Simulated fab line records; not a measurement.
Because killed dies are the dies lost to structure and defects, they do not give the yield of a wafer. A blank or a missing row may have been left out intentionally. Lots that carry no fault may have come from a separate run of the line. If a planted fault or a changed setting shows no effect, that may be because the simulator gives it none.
fab line records	flow n5-finfet
record lots=10	wafers=30	last-day=20
route steps=1938 shown BEOL_M14@1748 PASSIVATION@1936
lots that met no fault: from a run of the same line without faults
start-h: the number of hours between the record's first day and the start of the first shown wafer of the lot	wait-h: hours from the lot's prior step to this one	" same as the row above	L1.1+2: one row covering several wafers at once	- no value present, or no start provided	* or withheld: withheld	< > ~ a bound
route shown NAME@n: a module of which the file shows steps, and the number in the route of the first	usual: mean/standard deviation taken from wafers without a fault	same: alike in all rows	chamber/n: place in a boat	sites: readings site by site	_std_site: standard deviation across them	_edge_site: inner sites' mean taken away from outer sites' mean	radius-mm: how far each site lies from the wafer's centre	mask NAME#n: copy n	behind: the most recent tool/chamber to have shaped the wafer	hold: the reason the lot was held/the length of the hold in hours/how it ended	device: the transistor (n, p or np) that didn't switch	end of line: the same wafers' tests at the end of the route	a step with no rows: only its recipe	killed: at the first sort, the dies lost to defects and structure; wafer yield is something else	map: a wafer's dies, marking killed ones x, the rest . and places with no die _
set.NAME: the setting as run; set.NAME@STEP: as run at that earlier step	model.NAME: the simulator's own value behind a step, which no gauge read
one table for each step of the route and one row for each wafer, over a sample of lots
services: when a tool's chamber went out of use (start-h, in hours from the record's first day, below 0 if earlier), for how many hours, and the reason
## steps
# step N5_BEOL_M14_INSPECT_30
# recipe mode=adi	inspect-instrument=macro
# usual raw-defect-count=2.0/1.4
lot.wafer	tool	chamber	start-h	wait-h	raw-defect-count
L314.2	defect-inspect-02	-	267.64	0.0	4
L314.4	"	-	"	"	2
L314.6	"	-	"	"	4
L315.1	defect-inspect-01	-	271.12	0.0	2
L315.2	"	-	"	"	1
L315.5	"	-	"	"	1
L316.1	defect-inspect-02	-	289.50	0.0	4
L316.3	"	-	"	"	4
L316.5	"	-	"	"	2
L317.2	defect-inspect-02	-	300.16	0.0	0
L317.4	"	-	"	"	2
L317.5	"	-	"	"	2
L325.3	defect-inspect-02	-	337.13	0.0	3
L325.4	"	-	"	"	1
L325.5	"	-	"	"	4
L329.2	defect-inspect-02	-	348.79	0.0	5
L329.3	"	-	"	"	0
L329.4	"	-	"	"	6
L327.1	defect-inspect-01	-	355.36	0.0	3
L327.2	"	-	"	"	3
L327.5	"	-	"	"	2
L330.3	defect-inspect-01	-	369.76	0.0	0
L330.5	"	-	"	"	2
L330.6	"	-	"	"	0
L334.2	defect-inspect-02	-	383.32	0.0	1
L334.3	"	-	"	"	1
L334.5	"	-	"	"	0
L336.1	defect-inspect-02	-	446.13	0.0	4
L336.2	"	-	"	"	1
L336.3	"	-	"	"	1
# step N5_BEOL_M14_STRIP_37
# recipe chemistry=O2	power-w=600	temp-c=60	pressure-mtorr=30	rf-frequency-hz=6e+07	bias-power-w=0	overash-fraction=0.3	o2-flow-sccm=225
# usual drypump-motor-current-A=5.6/0.46	oes-product-au=0.80/0.084	rf-vpp-V=3.7/0.95	showerhead-plenum-p-Torr=2.11/0.077	throttle-valve-pct=16.54/0.2
# same bias-power-w=0
lot.wafer	tool	chamber	start-h	wait-h	drypump-motor-current-A	oes-product-au	rf-hours-counter-h	rf-vpp-V	showerhead-plenum-p-Torr	throttle-valve-pct
L314.2	rie-diel-02	0	270.01	1.7	5.3	0.70	224	4.7	2.06	16.60
L314.4	"	1	"	"	5.7	0.75	-	3.7	2.00	16.60
L314.6	"	0	"	"	5.3	0.70	-	2.0	2.06	16.57
L315.1	rie-diel-02	1	271.82	0.1	5.6	0.75	173	4.3	2.00	16.59
L315.2	"	0	"	"	5.3	0.70	225	4.8	2.06	16.56
L315.5	"	1	"	"	5.7	0.73	-	4.2	2.00	16.61
L316.1	rie-diel-02	2	291.32	1.2	5.9	0.97	7	4.5	2.23	16.59
L316.3	"	1	"	"	5.7	0.73	182	3.6	2.00	16.61
L316.5	"	3	"	"	5.7	0.91	-	3.3	2.14	16.17
L317.2	rie-diel-01	0	304.28	3.5	4.9	0.72	233	3.7	2.08	16.91
L317.4	"	1	"	"	5.3	0.88	24	3.0	2.06	16.55
L317.5	"	0	"	"	4.9	0.71	-	4.6	2.08	16.89
L325.3	rie-diel-01	2	338.09	0.3	6.4	0.81	99	3.5	2.21	16.64
L325.4	"	0	"	"	4.9	0.69	245	4.1	2.08	16.91
L325.5	"	3	"	"	4.9	0.79	-	4.0	2.20	16.52
L329.2	rie-diel-04	0	351.40	1.9	5.7	0.82	85	3.3	2.20	16.47
L329.3	"	2	"	"	5.7	0.76	139	2.5	2.01	16.60
L329.4	"	1	"	"	6.3	0.93	-	3.9	2.12	16.39
L327.1	rie-diel-02	0	358.43	2.4	5.3	0.98	3	3.7	2.05	16.17
L327.2	"	2	"	"	5.9	0.88	35	3.4	2.22	16.63
L327.5	"	3	"	"	5.6	0.86	-	3.1	2.13	16.19
L330.3	rie-diel-01	0	375.44	5.0	4.9	0.69	256	3.5	2.07	16.98
L330.5	"	3	"	"	4.9	0.79	-	4.0	2.20	16.53
L330.6	"	0	"	"	4.9	0.69	-	4.6	2.07	16.95
L334.2	rie-diel-01	1	384.78	0.8	5.3	0.84	51	3.8	2.05	16.64
L334.3	"	3	"	"	4.9	0.79	124	3.5	2.20	16.57
L334.5	"	3	"	"	4.9	0.80	-	4.4	2.20	16.52
L336.1	rie-diel-04	1	451.32	4.4	6.4	0.87	44	4.9	2.11	16.45
L336.2	"	2	"	"	5.7	0.73	174	4.7	2.00	16.64
L336.3	"	0	"	"	5.7	0.78	122	2.4	2.18	16.48
# step N5_BEOL_M14_SPUTTER_44
# recipe material=Ta	target-thk-a=150	temp-c=50	bias-v=80	power-w=15000	chamber-pressure-pa=0.07	time-s=24.19
# usual cathode-dc-power-W=15000/2.7	throttle-valve-pct=30.3/1.1
lot.wafer	tool	chamber	start-h	wait-h	cathode-dc-power-W	throttle-valve-pct
L314.2	pvd-sputter-03	-	270.84	0.0	15001	31.2
L314.4	"	-	"	"	15000	30.5
L314.6	"	-	"	"	14998	31.2
L315.1	pvd-sputter-02	-	272.89	0.0	14999	30.2
L315.2	"	-	"	"	14996	29.4
L315.5	"	-	"	"	14995	28.2
L316.1	pvd-sputter-03	-	291.93	0.0	15003	29.1
L316.3	"	-	"	"	14999	31.0
L316.5	"	-	"	"	15002	29.2
L317.2	pvd-sputter-03	-	304.71	0.0	15004	29.2
L317.4	"	-	"	"	15007	30.7
L317.5	"	-	"	"	11192	31.4
L325.3	pvd-sputter-02	-	338.51	0.0	14998	28.1
L325.4	"	-	"	"	15003	29.9
L325.5	"	-	"	"	15001	29.6
L329.2	pvd-sputter-01	-	352.19	0.0	15003	30.9
L329.3	"	-	"	"	15002	29.3
L329.4	"	-	"	"	14999	31.3
L327.1	pvd-sputter-01	-	359.53	0.0	14999	31.7
L327.2	"	-	"	"	15000	29.3
L327.5	"	-	"	"	15006	31.5
L330.3	pvd-sputter-03	-	376.01	0.0	14998	31.6
L330.5	"	-	"	"	15000	29.4
L330.6	"	-	"	"	14997	30.1
L334.2	pvd-sputter-02	-	385.58	0.0	15000	29.7
L334.3	"	-	"	"	15001	28.0
L334.5	"	-	"	"	14997	28.0
L336.1	pvd-sputter-03	-	452.09	0.0	15001	31.4
L336.2	"	-	"	"	14998	31.1
L336.3	"	-	"	"	15001	29.4
# step N5_BEOL_M14_ANNEAL_48
# recipe temp-c=225	time-s=90	ambient=N2
# usual anneal-temp-c-max=226.11/0.28	wafer_temp_C_max=226.0/0.38
lot.wafer	tool	chamber	start-h	wait-h	anneal-temp-c-max	wafer_temp_C_max
L314.2	rtp-anneal-01	0	271.27	0.2	225.89	226.0
L314.4	"	0	"	"	225.91	225.6
L314.6	"	0	"	"	225.96	225.7
L315.1	rtp-anneal-02	0	273.27	0.1	226.25	226.6
L315.2	"	0	"	"	226.18	225.8
L315.5	"	0	"	"	226.66	226.1
L316.1	rtp-anneal-01	0	293.85	1.6	225.90	225.7
L316.3	"	0	"	"	226.02	225.7
L316.5	"	0	"	"	225.89	225.8
L317.2	rtp-anneal-02	0	305.14	0.2	225.84	226.5
L317.4	"	0	"	"	226.42	226.3
L317.5	"	0	"	"	226.49	226.6
L325.3	rtp-anneal-01	0	339.13	0.3	226.39	225.5
L325.4	"	0	"	"	226.09	225.7
L325.5	"	0	"	"	225.72	226.1
L329.2	rtp-anneal-02	0	352.72	0.3	225.97	226.4
L329.3	"	0	"	"	226.11	226.1
L329.4	"	0	"	"	226.35	225.9
L327.1	rtp-anneal-01	0	360.48	0.7	226.36	225.7
L327.2	"	0	"	"	226.00	225.6
L327.5	"	0	"	"	225.89	225.7
L330.3	rtp-anneal-02	0	376.48	0.2	227.13	226.0
L330.5	"	0	"	"	226.21	226.4
L330.6	"	0	"	"	227.05	226.1
L334.2	rtp-anneal-01	0	386.01	0.2	225.89	226.1
L334.3	"	0	"	"	226.30	226.1
L334.5	"	0	"	"	226.18	226.1
L336.1	rtp-anneal-01	0	452.47	0.1	226.23	225.6
L336.2	"	0	"	"	226.08	225.7
L336.3	"	0	"	"	226.08	225.9
# step N5_BEOL_M14_CMP_49
# recipe stop-on=SiO2	t-overpolish-s=5.2	down-force-psi=2	platen-rpm=80	clearing-platen-down-force-psi=2	clearing-platen-rpm=80	post-cmp-clean=cu-alkaline	target-thk-nm=560	clearing-platen-pad-velocity-m-s=1.5917	pad-velocity-m-s=1.5917
# usual barrier-field-endpoint-s=11.41/0.29	motor-current-A=8.5/0.77	slurry-flow-ml-min=150.0/0.44
lot.wafer	tool	chamber	start-h	wait-h	barrier-field-endpoint-s	motor-current-A	slurry-flow-ml-min
L314.4	cmp-02	3	271.56	0.2	10.98	7.8	149.7
L314.2	"	0	"	"	11.02	7.9	150.4
L314.6	"	3	"	"	11.01	7.5	150.2
L315.1	cmp-01	3	273.58	0.3	11.47	8.4	149.2
L315.2	"	1	"	"	12.04	7.8	149.9
L315.5	"	0	"	"	11.33	9.6	149.4
L316.1	cmp-01	3	294.15	0.3	11.67	8.7	149.7
L316.3	"	2	"	"	11.51	8.0	148.9
L316.5	"	0	"	"	11.14	9.2	150.3
L317.2	cmp-01	3	305.39	0.2	11.44	8.6	149.9
L317.4	"	1	"	"	11.99	8.2	150.0
L317.5	"	0	"	"	9.74	9.9	148.9
L325.3	cmp-04	2	339.38	0.2	11.66	8.7	149.8
L325.4	"	3	"	"	11.06	7.7	150.0
L325.5	"	2	"	"	11.71	8.3	150.0
L329.3	cmp-01	2	352.97	0.2	10.99	7.9	150.6
L329.4	"	3	"	"	11.33	8.5	150.6
L329.2	"	0	"	"	10.90	9.8	149.7
L327.2	cmp-02	0	360.78	0.2	11.52	7.7	150.7
L327.1	"	1	"	"	11.72	8.0	149.2
L327.5	"	0	"	"	11.43	8.2	150.3
L330.3	cmp-01	2	376.70	0.2	11.47	8.1	149.2
L330.5	"	2	"	"	11.41	8.2	151.0
L330.6	"	3	"	"	11.41	8.2	150.3
L334.3	cmp-04	2	386.26	0.2	11.98	8.7	149.7
L334.2	"	0	"	"	11.63	9.3	150.1
L334.5	"	3	"	"	11.75	8.1	150.1
L336.1	cmp-04	2	452.77	0.3	11.48	8.2	150.4
L336.3	"	3	"	"	11.19	7.8	151.0
L336.2	"	0	"	"	11.35	9.8	150.0
# step N5_PASSIVATION_PROBE_49
# usual defect-limited-yield=91.1/1.4	killed_at_M0_to_M3=32/9.3	killed_at_M4_up=13/5.8	killed-at-contacts=12/6.3	killed-at-front-end=44/12	killed-at-other=3.6/2.7	killed-dies=104/17	killed-open=69/13	killed-short=34/6.9	sort_bin_5_function=5.2/0.98	sort_bin_6_memory=3.3/0.59	sort_bin_8_speed=0.01/0.039	sort-n-pass=1075/17	sort-yield-pct=91.1/1.4
# same gross-dies=1180	killed-at-back-side=0	sort_bin_4_leakage[%]=0
lot.wafer	tool	chamber	start-h	wait-h	defect-limited-yield[%]	killed_at_M0_to_M3	killed_at_M4_up	killed-at-contacts	killed-at-front-end	killed-at-other	killed-dies	killed-open	killed-short	sort_bin_5_function[%]	sort_bin_6_memory[%]	sort_bin_8_speed[%]	sort-n-pass	sort-yield-pct[%]
L329.2	prober-02	-	376.23	0.1	88.6	34	9	18	69	4	134	91	43	7.0	3.8	0	1046	88.6
L329.3	prober-02	-	376.28	0.1	88.6	40	10	8	73	3	134	94	36	6.8	3.8	0	1046	88.6
L329.4	prober-02	-	376.33	0.2	90.6	34	8	10	53	6	111	77	32	4.9	3.9	0	1069	90.6
L327.5	prober-01	-	387.26	0.2	89.3	51	19	5	46	5	126	70	56	5.6	4.6	0	1054	89.3
# killed by level:class
L329.2 STI_FIN_REVEAL:geometric-particle:open=18 MOL_CONTACT_COAG:geometric-particle:open=15 GATE_CUT:geometric-particle:short=11 BEOL_M0_SAQP:geometric-particle:short=11 FIN_SAQP:geometric-particle:open=9 DUMMY_GATE:geometric-particle:open=9 BEOL_M0_SAQP:geometric-particle:open=9 BEOL_M2:geometric-particle:open=9
L329.3 STI_FIN_REVEAL:geometric-particle:open=18 FIN_SAQP:geometric-particle:open=16 DUMMY_GATE:geometric-particle:open=11 FIN_SAQP:geometric-particle:short=9 BEOL_M2:geometric-particle:open=8 BEOL_M0:geometric-particle:open=8 MOL_CONTACT_COAG:geometric-particle:open=7 BEOL_M4:geometric-particle:open=7
L329.4 BEOL_M0_SAQP:geometric-particle:open=10 STI_FIN_REVEAL:geometric-particle:open=8 MOL_CONTACT_COAG:geometric-particle:open=8 FIN_SAQP:geometric-particle:open=7 STARTING-WAFER:geometric-particle:open=7 GATE_CUT:geometric-particle:short=6 BEOL_M3:geometric-particle:open=6 FIN_SAQP:geometric-particle:short=5
L327.5 BEOL_M0_SAQP:geometric-particle:short=14 BEOL_M0_SAQP:geometric-particle:open=13 BEOL_M1:geometric-particle:open=8 BEOL_M4:geometric-particle:short=7 FIN_SAQP:geometric-particle:open=6 STI_FIN_REVEAL:geometric-particle:open=6 BEOL_M0:geometric-particle:open=5 FIN_SAQP:geometric-particle:short=4
## services
tool	chamber	start-h	hours	kind
cmp-01	-	258.05	0.7	repair
cmp-01	-	274.28	3.0	repair
cmp-02	-	287.83	1.1	repair
cmp-04	-	290.14	1.1	repair
cmp-02	-	297.46	1.7	repair
rie-diel-02	1	300.39	15.4	repair
pvd-sputter-02	-	301.83	7.9	repair
cmp-02	-	304.38	24.4	pm
rie-diel-02	3	305.25	2.1	repair
rie-diel-04	1	308.27	2.9	repair
rie-diel-04	0	311.57	9.9	repair
cmp-02	-	342.36	1.7	repair
rie-diel-04	3	346.23	10.6	repair
cmp-04	-	350.39	1.1	repair
cmp-04	-	371.38	4.0	pm
rie-diel-01	0	371.46	2.1	repair
rie-diel-01	0	383.71	77.6	repair
cmp-04	-	388.05	2.7	repair
rie-diel-02	0	389.92	9.1	repair
pvd-sputter-02	-	394.40	1.9	repair
cmp-04	-	405.30	6.7	pm
cmp-04	-	443.02	0.6	repair
rie-diel-02	1	444.32	12.7	repair
pvd-sputter-02	-	448.95	2.3	repair
## key
first-sign step=N5_BEOL_M14_SPUTTER_44	reading=cathode-dc-power-W	direction=down	sigmas=99+	usual=*	struck=*
effect step=N5_BEOL_M14_CMP_49	reading=barrier-field-endpoint-s	direction=down	sigmas=5.7	usual=11.41	struck=9.74
met-at N5_BEOL_M14_SPUTTER_44
struck-lots L317
struck-wafers L317.5
not-acting-at N5_BEOL_M14_INSPECT_30,N5_BEOL_M14_STRIP_37,N5_BEOL_M14_ANNEAL_48
fault kind=process-parameter-drift	tool=pvd-sputter-03	chamber=-	onset-h=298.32	steps=N5_BEOL_M14_SPUTTER_44	channel=power-w	offset=*	shape=step	end-h=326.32	acts-in=*	stated=*	scope=struck-wafers-only
